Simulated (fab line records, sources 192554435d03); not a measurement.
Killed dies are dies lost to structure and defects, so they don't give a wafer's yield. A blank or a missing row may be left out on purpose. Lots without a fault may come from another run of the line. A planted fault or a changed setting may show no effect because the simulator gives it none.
Chamber matching | flow n5_finfet | N5_GATE_CUT_ALD_22 on ald_sin-03: 4 sister chambers
The step deposits SiNx, target thk 16 nm, pulse time 1 s, ald cycles 320. 14 wafers are shown with their chamber, then 7 later ones without.

WAFERS WITH THEIR CHAMBER
wafer  | chamber | heater_power_w (W) | precursor_pulse_height_rel
L075.2 | 0       | 902                | 0.982
L075.4 | 0       | 903                | 1.025
L075.6 | 1       | 788                | 0.998
L077.1 | 2       | 894                | 0.996
L077.2 | 0       | 910                | 1.000
L077.3 | 3       | 712                | 1.016
L077.4 | 1       | 817                | 0.979
L077.5 | 2       | 883                | 1.018
L077.6 | 1       | 790                | 1.006
L079.2 | 1       | 782                | 0.998
L079.3 | 3       | 754                | 0.995
L079.5 | 2       | 893                | 1.019
L083.2 | 3       | 717                | 0.999
L083.4 | 0       | 903                | 1.002

SIGNATURES (means of the wafers above)
reading                    | chamber 0 | chamber 1 | chamber 2 | chamber 3 | scatter within a chamber
heater_power_w             | 904.50    | 794.25    | 890.00    | 727.67    | 13.8
precursor_pulse_height_rel | 1.00225   | 0.99525   | 1.01100   | 1.00333   | 0.0138
Rule: a wafer's distance from a chamber is the root of the sum, over the readings, of the square of ((its reading less the chamber's mean) divided by the reading's scatter). The wafer belongs to the nearest chamber; if the next one is less than 2 further off, it can't be placed. The scatter: the root of (the sum of the squares of (reading less its chamber's mean) over the shown wafers, divided by (wafers less chambers)).

WAFERS WITHOUT THEIR CHAMBER
wafer  | heater_power_w (W) | precursor_pulse_height_rel
L083.6 | 794                | 1.010
L088.1 | 888                | 0.965
L088.2 | 901                | 0.970
L088.3 | 749                | 1.045
L088.4 | 805                | 0.954
L088.5 | 897                | 1.015
L088.6 | 775                | 0.989

WHICH CHAMBER EACH WENT THROUGH
wafer  | from the rows above     | in truth
L083.6 | 1                       | 1
L088.1 | can't be placed: 0 or 2 | 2
L088.2 | can't be placed: 0 or 2 | 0
L088.3 | can't be placed: 3 or 1 | 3
L088.4 | 1                       | 1
L088.5 | can't be placed: 2 or 0 | 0
L088.6 | 1                       | 1
Placed correctly: 3 of 7. Can't be placed from these rows: 4 (the true chamber is among the candidates in 4). Placed wrongly: 0.
